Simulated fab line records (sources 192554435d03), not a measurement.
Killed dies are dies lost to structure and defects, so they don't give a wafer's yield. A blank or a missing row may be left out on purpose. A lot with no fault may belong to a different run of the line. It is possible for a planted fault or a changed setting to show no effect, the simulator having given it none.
fab line records | flow n5-finfet
record lots=12 wafers=32 last-day=18
route steps=1938 shown BEOL_M13@1699 PASSIVATION@1936
lots that met no fault: from a run of the same line without faults
start-h: hours from the record's opening day to when the first of the lot's shown wafers began | wait-h: time in hours since the lot's previous step | " repeats the value in the row above | L1.1+2: a single row standing in for several wafers | - no value, or no start given | * or withheld: withheld | < > ~ a bound
route shown NAME@n: a module of which the file shows steps, and the number in the route of the first | usual: the fault-free wafers' mean and standard deviation | same: alike in all rows | chamber/n: place in a boat | sites: each site's reading | _std_site: the standard deviation of these | _edge_site: mean of outer sites minus mean of inner sites | radius-mm: for every site, how far away it sits from the centre of the wafer | mask NAME#n: copy n | behind: the tool/chamber that last shaped the wafer | hold: cause of the lot's hold/its duration in hours/its outcome | device: the transistor (n, p or np) that didn't switch | end of line: tests run on the same wafers once the route is complete | a step without rows: its recipe alone | killed: not the wafer's yield, but the dies lost to structure and defects at the first sort | map: shows each die of a wafer: x if killed, . if not, _ if none is there
set.NAME: the setting that was run; set.NAME@STEP: the one run at that earlier step | model.NAME: the simulator's own value behind a step, which no gauge read
one table for each step of the route and one row for each wafer, over a sample of lots
services: the hour from which a tool's chamber was out of use, counted from the record's first day as start-h (under 0 if before that day), plus the number of hours and why
## steps
# step N5_BEOL_M13_STRIP_37
# recipe chemistry=N2/H2 power-w=1000 temp-c=250 h2-frac=0.65 overash-fraction=0.3 pressure-mtorr=withheld n2-flow-sccm=1750 h2-flow-sccm=3250
# usual drypump-motor-current-A=5.57/0.29 h2-flow-sccm=3251/9 heater-power-w=357/9.6 oes-product-au=0.784/0.01
# columns lot.wafer tool chamber start-h wait-h drypump-motor-current-A h2-flow-sccm heater-power-w oes-product-au rf-hours-counter-h
L410.1 plasma-asher-01 1 254.13 0.0 5.45 3256 357 0.788 115
L410.2 " 0 " " 5.29 3256 370 0.775 115
L410.3 " 1 " " 5.47 3241 355 0.794 -
L409.2 plasma-asher-02 0 264.12 0.0 5.73 3255 343 0.784 72
L409.4 " 1 " " 6.18 3260 356 0.785 -
L409.5 " 1 " " 6.17 3259 353 0.775 -
L411.2 plasma-asher-02 0 275.16 0.0 5.75 3259 330 0.784 75
L411.5 " 0 " " 5.73 3254 345 0.772 -
L413.1 plasma-asher-02 1 295.15 0.1 6.11 3269 348 0.798 79
L413.6 " 0 " " 5.73 3260 342 0.797 -
L415.1 plasma-asher-01 0 315.28 0.0 5.33 3254 364 0.755 127
L415.4 " 0 " " 5.31 3250 360 0.782 -
L415.6 " 1 " " 5.47 3249 360 0.786 -
L416.1 plasma-asher-01 0 315.87 0.0 5.30 3261 362 0.778 127
L416.2 " 1 " " 5.45 3239 356 0.782 127
L417.3 plasma-asher-02 1 324.65 0.1 6.15 3247 361 0.790 -
L417.4 " 0 " " 5.71 3240 332 0.772 -
L417.6 " 0 " " 5.74 3240 340 0.792 -
L420.2 plasma-asher-01 1 327.44 0.0 5.49 3233 367 0.783 130
L420.4 " 0 " " 5.34 3260 365 0.780 -
L420.5 " 0 " " 5.31 3253 358 0.786 -
L418.2 plasma-asher-01 0 332.07 0.0 5.29 3252 362 0.774 131
L418.4 " 1 " " 5.47 3259 363 0.794 -
L419.3 plasma-asher-01 0 333.02 0.1 5.29 3254 361 0.782 -
L419.4 " 1 " " 5.46 3251 365 0.783 -
L419.5 " 0 " " 5.25 3256 368 0.751 -
L421.1 plasma-asher-02 1 346.54 0.0 6.11 3258 351 0.794 90
L421.2 " 0 " " 5.71 3247 340 0.791 90
L421.3 " 0 " " 5.73 3250 337 0.788 -
L428.2 plasma-asher-02 0 406.78 0.0 5.74 3233 334 0.795 103
L428.5 " 1 " " 6.13 3242 357 0.782 -
L428.6 " 0 " " 5.75 3241 340 0.784 -
# step N5_BEOL_M13_PRE_CLEAN_42
# recipe gas=H2/He time-s=30 temp-c=250
# usual heater-power-w=317/35
# same time-s=30
# columns lot.wafer tool chamber start-h wait-h heater-power-w
L410.1 pvd-sputter-03 - 255.56 0.0 261
L410.2 " - " " 279
L410.3 " - " " 304
L409.2 pvd-sputter-03 - 264.54 0.0 312
L409.4 " - " " 386
L409.5 " - " " 263
L411.2 pvd-sputter-01 - 277.17 0.0 296
L411.5 " - " " 297
L413.1 pvd-sputter-03 - 295.98 0.0 310
L413.6 " - " " 306
L415.1 pvd-sputter-01 - 315.65 0.0 349
L415.4 " - " " 319
L415.6 " - " " 350
L416.1 pvd-sputter-01 - 317.73 0.0 321
L416.2 " - " " 347
L417.3 pvd-sputter-01 - 326.29 0.0 312
L417.4 " - " " 329
L417.6 " - " " 319
L420.2 pvd-sputter-01 - 329.87 0.0 330
L420.4 " - " " 331
L420.5 " - " " 299
L418.2 pvd-sputter-02 - 332.72 0.0 320
L418.4 " - " " 335
L419.3 pvd-sputter-03 - 335.62 0.0 264
L419.4 " - " " 255
L419.5 " - " " 273
L421.1 pvd-sputter-01 - 348.54 0.0 321
L421.2 " - " " 323
L421.3 " - " " 300
L428.2 pvd-sputter-03 - 407.49 0.0 257
L428.5 " - " " 277
L428.6 " - " " 262
# step N5_BEOL_M13_SPUTTER_44
# recipe material=Ta target-thk-a=100 temp-c=50 bias-v=80 power-w=15000 chamber-pressure-pa=0.07 time-s=16.13
# usual throttle-valve-pct=29.8/0.79
# columns lot.wafer tool chamber start-h wait-h throttle-valve-pct
L410.1 pvd-sputter-03 - 255.68 0.0 29.5
L410.2 " - " " 30.7
L410.3 " - " " 30.0
L409.2 pvd-sputter-03 - 264.66 0.0 30.1
L409.4 " - " " 29.5
L409.5 " - " " 29.5
L411.2 pvd-sputter-01 - 277.29 0.0 29.5
L411.5 " - " " 29.6
L413.1 pvd-sputter-03 - 296.10 0.0 30.4
L413.6 " - " " 30.1
L415.1 pvd-sputter-01 - 315.77 0.0 30.2
L415.4 " - " " 29.3
L415.6 " - " " 30.4
L416.1 pvd-sputter-01 - 317.85 0.0 29.3
L416.2 " - " " 30.3
L417.3 pvd-sputter-01 - 326.41 0.0 30.9
L417.4 " - " " 28.9
L417.6 " - " " 28.9
L420.2 pvd-sputter-01 - 329.99 0.0 29.0
L420.4 " - " " 30.8
L420.5 " - " " 29.5
L418.2 pvd-sputter-02 - 332.84 0.0 29.3
L418.4 " - " " 30.8
L419.3 pvd-sputter-03 - 335.74 0.0 29.5
L419.4 " - " " 29.5
L419.5 " - " " 30.8
L421.1 pvd-sputter-01 - 348.66 0.0 29.1
L421.2 " - " " 30.8
L421.3 " - " " 29.7
L428.2 pvd-sputter-03 - 407.61 0.0 29.6
L428.5 " - " " 30.7
L428.6 " - " " 29.4
# step N5_BEOL_M13_ANNEAL_48
# recipe temp-c=225 time-s=90 ambient=N2
# usual wafer_temp_C_max=226.2/0.52
# same time-s=90
# columns lot.wafer tool chamber start-h wait-h wafer_temp_C_max
L410.1 rtp-anneal-02 0 256.06 0.1 226.7
L410.2 " 0 " " 226.7
L410.3 " 0 " " 227.0
L409.2 rtp-anneal-01 0 265.06 0.2 225.4
L409.4 " 0 " " 225.9
L409.5 " 0 " " 225.5
L411.2 rtp-anneal-02 0 277.70 0.2 226.2
L411.5 " 0 " " 227.3
L413.1 rtp-anneal-01 0 296.50 0.2 225.8
L413.6 " 0 " " 225.8
L415.1 rtp-anneal-01 0 316.20 0.2 225.9
L415.4 " 0 " " 225.9
L415.6 " 0 " " 225.3
L416.1 rtp-anneal-02 0 318.21 0.1 226.7
L416.2 " 0 " " 226.3
L417.3 rtp-anneal-01 0 327.20 0.5 226.0
L417.4 " 0 " " 226.0
L417.6 " 0 " " 226.0
L420.2 rtp-anneal-01 0 330.41 0.2 225.9
L420.4 " 0 " " 226.1
L420.5 " 0 " " 225.8
L418.2 rtp-anneal-02 0 333.25 0.2 227.0
L418.4 " 0 " " 226.5
L419.3 rtp-anneal-02 0 336.40 0.2 227.8
L419.4 " 0 " " 226.8
L419.5 " 0 " " 226.0
L421.1 rtp-anneal-02 0 349.05 0.1 226.7
L421.2 " 0 " " 226.7
L421.3 " 0 " " 227.2
L428.2 rtp-anneal-01 0 408.01 0.2 226.0
L428.5 " 0 " " 225.8
L428.6 " 0 " " 225.9
# step N5_BEOL_M13_CMP_49
# recipe stop-on=SiOC t-overpolish-s=17.1 down-force-psi=1 platen-rpm=50 clearing-platen-down-force-psi=1.5 clearing-platen-rpm=50 post-cmp-clean=cu-alkaline target-thk-nm=420 clearing-platen-pad-velocity-m-s=0.99484 pad-velocity-m-s=0.99484
# usual barrier-field-endpoint-s=30.4/0.82 clearing-platen-down-force-psi=1.4999/0.0028 motor-current-A=6.1/0.66
# columns lot.wafer tool chamber start-h wait-h barrier-field-endpoint-s clearing-platen-down-force-psi motor-current-A
L410.3 cmp-01 0 256.36 0.2 30.7 1.4953 5.4
L410.2 " 1 " " 29.8 1.4961 5.1
L410.1 " 2 " " 30.0 1.5027 6.3
L409.4 cmp-03 1 265.35 0.2 30.5 1.5016 6.0
L409.2 " 2 " " 30.5 1.5015 5.8
L409.5 " 0 " " 30.7 1.5011 7.1
L411.2 cmp-03 2 277.99 0.2 31.6 1.5004 6.1
L411.5 " 1 " " 30.5 1.4981 5.8
L413.1 cmp-02 2 296.83 0.3 32.0 1.4964 5.6
L413.6 " 1 " " 30.3 1.4980 6.4
L415.1 cmp-03 1 316.53 0.3 29.7 1.5012 5.7
L415.4 " 3 " " 30.9 1.4971 6.7
L415.6 " 1 " " 29.3 1.5005 5.8
L416.2 cmp-01 0 318.52 0.2 30.4 1.5015 5.3
L416.1 " 2 " " 30.2 1.5015 6.6
L417.4 cmp-01 1 327.50 0.2 24.6 1.5003 5.1
L417.3 " 2 " " 29.9 1.5031 6.8
L417.6 " 0 " " 30.9 1.5006 5.3
L420.4 cmp-02 1 330.74 0.2 24.3 1.5001 6.4
L420.2 " 2 " " 25.8 1.5011 5.8
L420.5 " 0 " " 30.0 1.4938 6.7
L418.4 cmp-02 2 333.54 0.2 30.7 1.4968 5.8
L418.2 " 3 " " 28.3 1.4982 5.2
L419.4 cmp-01 3 336.73 0.2 32.4 1.4976 6.8
L419.3 " 1 " " 31.2 1.4991 5.0
L419.5 " 2 " " 31.2 1.5018 6.4
L421.3 cmp-02 1 349.39 0.2 29.9 1.4998 6.2
L421.1 " 2 " " 32.1 1.5037 5.9
L421.2 " 3 " " 25.0 1.5004 5.4
L428.2 cmp-03 1 408.38 0.3 29.5 1.4993 5.8
L428.6 " 2 " " 30.6 1.5007 6.4
L428.5 " 3 " " 30.6 1.4966 6.8
# step N5_PASSIVATION_PROBE_49
# usual defect-limited-yield=90.9/1.6 killed_at_M0_to_M3=34/10 killed_at_M4_up=13/5.4 killed-at-contacts=13/6 killed-at-front-end=42/13 killed-at-other=4/3.2 killed-dies=107/18 killed-open=69/14 killed-short=35/7.7 sort_bin_4_leakage=0.02/0.17 sort_bin_5_function=5.3/1 sort_bin_6_memory=3.3/0.75 sort-n-pass=1073/19 sort-yield-pct=90.9/1.6
# same gross-dies=1180 killed-at-back-side=0 sort_bin_8_speed[%]=0
# columns lot.wafer tool chamber start-h wait-h defect-limited-yield[%] killed_at_M0_to_M3 killed_at_M4_up killed-at-contacts killed-at-front-end killed-at-other killed-dies killed-open killed-short sort_bin_4_leakage[%] sort_bin_5_function[%] sort_bin_6_memory[%] sort-n-pass sort-yield-pct[%]
L411.2 prober-01 - 304.92 0.1 93.0 25 7 22 26 3 83 59 24 0 4.4 2.6 1097 93.0
L411.5 prober-01 - 305.07 0.2 94.0 27 6 10 25 3 71 50 20 0 3.7 2.2 1109 94.0
L415.1 prober-01 - 342.57 0.0 89.4 22 17 18 61 7 125 79 42 0 6.2 3.9 1055 89.4
L415.4 prober-01 - 342.72 0.2 90.6 35 11 21 43 1 111 77 34 0 5.9 3.1 1069 90.6
L415.6 prober-01 - 342.82 0.3 91.1 36 6 18 43 2 105 64 40 0 5.8 2.5 1075 91.1
L420.2 prober-02 - 357.12 0.1 91.9 28 13 14 38 2 95 56 24 0 4.7 3.1 1085 91.9
L418.2 prober-01 - 357.46 0.1 89.2 39 10 23 49 6 127 88 31 0 6.0 4.2 1053 89.2
L418.4 prober-01 - 357.56 0.2 88.7 60 14 7 48 4 133 85 41 0.08 6.9 4.3 1046 88.6
L421.1 prober-02 - 374.66 0.0 89.0 43 12 8 57 10 130 82 38 0 7.2 3.7 1050 89.0
# killed by level:class
L411.2 MOL_CONTACT_COAG:geometric-particle:open=18 STI_FIN_REVEAL:geometric-particle:open=9 BEOL_M0:geometric-particle:open=6 GATE_CUT:geometric-particle:short=5 BEOL_M0_SAQP:geometric-particle:short=5 MOL_CONTACT_COAG:geometric-particle:short=4 BEOL_M1:geometric-particle:open=4 BEOL_M3:geometric-particle:open=4
L411.5 MOL_CONTACT_COAG:geometric-particle:open=8 STI_FIN_REVEAL:geometric-particle:open=7 BEOL_M2:geometric-particle:open=6 GATE_CUT:geometric-particle:short=4 BEOL_M0_SAQP:geometric-particle:open=4 BEOL_M0_SAQP:geometric-particle:short=4 BEOL_M1:geometric-particle:open=4 BEOL_M3:geometric-particle:open=4
L415.1 STI_FIN_REVEAL:geometric-particle:open=16 FIN_SAQP:geometric-particle:open=14 MOL_CONTACT_COAG:geometric-particle:open=14 FIN_SAQP:geometric-particle:short=11 BEOL_M0_SAQP:geometric-particle:short=5 GATE_CUT:geometric-particle:open=5 BEOL_M2:geometric-particle:open=5 GATE_CUT:geometric-particle:short=4
L415.4 MOL_CONTACT_COAG:geometric-particle:open=17 STI_FIN_REVEAL:geometric-particle:open=10 BEOL_M2:geometric-particle:open=8 DUMMY_GATE:geometric-particle:open=7 FIN_SAQP:geometric-particle:open=6 BEOL_M3:geometric-particle:short=6 STARTING-WAFER:geometric-particle:short=6 FIN_SAQP:geometric-particle:short=5
L415.6 MOL_CONTACT_COAG:geometric-particle:open=14 FIN_SAQP:geometric-particle:open=13 FIN_SAQP:geometric-particle:short=9 BEOL_M0_SAQP:geometric-particle:open=9 DUMMY_GATE:geometric-particle:open=8 BEOL_M0_SAQP:geometric-particle:short=7 BEOL_M2:geometric-particle:open=5 BEOL_M2:geometric-particle:short=4
L420.2 FIN_CUT:area-etch=12 MOL_CONTACT_COAG:geometric-particle:open=11 BEOL_M3:geometric-particle:open=9 FIN_SAQP:geometric-particle:short=7 DUMMY_GATE:geometric-particle:open=5 BEOL_M1:geometric-particle:open=5 BEOL_M2:geometric-particle:open=4 BEOL_M5:geometric-particle:open=4
L418.2 MOL_CONTACT_COAG:geometric-particle:open=20 STI_FIN_REVEAL:geometric-particle:open=11 BEOL_M2:geometric-particle:open=9 BEOL_M0_SAQP:geometric-particle:open=9 BEOL_M3:geometric-particle:open=9 FIN_SAQP:geometric-particle:open=7 FIN_SAQP:geometric-particle:short=6 HKMG_FIN:area-etch=6
L418.4 FIN_SAQP:geometric-particle:open=13 BEOL_M0_SAQP:geometric-particle:open=13 BEOL_M0_SAQP:geometric-particle:short=13 BEOL_M2:geometric-particle:open=11 STI_FIN_REVEAL:geometric-particle:open=9 BEOL_M1:geometric-particle:open=7 BEOL_M3:geometric-particle:open=7 FIN_SAQP:geometric-particle:short=6
L421.1 FIN_SAQP:geometric-particle:open=15 STI_FIN_REVEAL:geometric-particle:open=12 BEOL_M3:geometric-particle:open=12 BEOL_M0_SAQP:geometric-particle:short=8 BEOL_M0_SAQP:geometric-particle:open=8 BEOL_M1:geometric-particle:open=8 FIN_CUT:area-etch=8 GATE_CUT:geometric-particle:short=5
## services
# columns tool chamber start-h hours kind
plasma-asher-02 - 234.31 14.6 pm
cmp-02 - 239.41 4.0 pm
cmp-03 - 251.27 4.0 pm
cmp-03 - 255.27 - consumable-replace:conditioner
cmp-03 - 255.27 - consumable-replace:pad
cmp-01 - 259.16 1.2 repair
plasma-asher-01 - 262.98 1.9 repair
cmp-02 - 263.19 4.4 pm
cmp-03 - 272.64 0.3 repair
cmp-01 - 281.15 0.8 repair
pvd-sputter-02 - 305.99 6.3 repair
plasma-asher-02 - 307.67 2.7 repair
cmp-03 - 332.55 0.6 repair
plasma-asher-01 - 333.79 1.1 repair
cmp-03 - 335.14 7.4 pm
plasma-asher-01 - 337.09 4.3 pm
plasma-asher-02 - 352.86 2.5 repair
pvd-sputter-02 - 359.20 3.8 repair
plasma-asher-02 - 374.27 4.3 pm
cmp-01 - 386.17 4.0 pm
cmp-02 - 388.11 1.2 repair
cmp-01 - 398.81 3.7 pm
cmp-01 - 403.47 6.0 repair
plasma-asher-01 - 403.65 14.6 pm
## key
first-sign step=N5_BEOL_M13_CMP_49 reading=barrier-field-endpoint-s direction=down sigmas=6.8 usual=30.4 struck=24.9
effect none on later readings
met-at N5_BEOL_M13_SPUTTER_44
struck-lots L417,L420,L421
struck-wafers L417.4,L420.2,L420.4,L421.2
baseline-loss step=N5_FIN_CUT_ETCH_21 wafers=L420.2
not-acting-at N5_BEOL_M13_STRIP_37,N5_BEOL_M13_PRE_CLEAN_42,N5_BEOL_M13_ANNEAL_48
onset-between 317.85 326.41
fault kind=process-parameter-drift tool=pvd-sputter-01 chamber=- onset-h=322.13 steps=N5_BEOL_M13_SPUTTER_44 channel=time-s offset=* shape=step end-h=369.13 scope=struck-wafers-only acts-in=* stated=*
# baseline-loss: these wafers lose ten dies or more at that step, a loss of the line's own and not of a fault; the sort's usual values leave them out
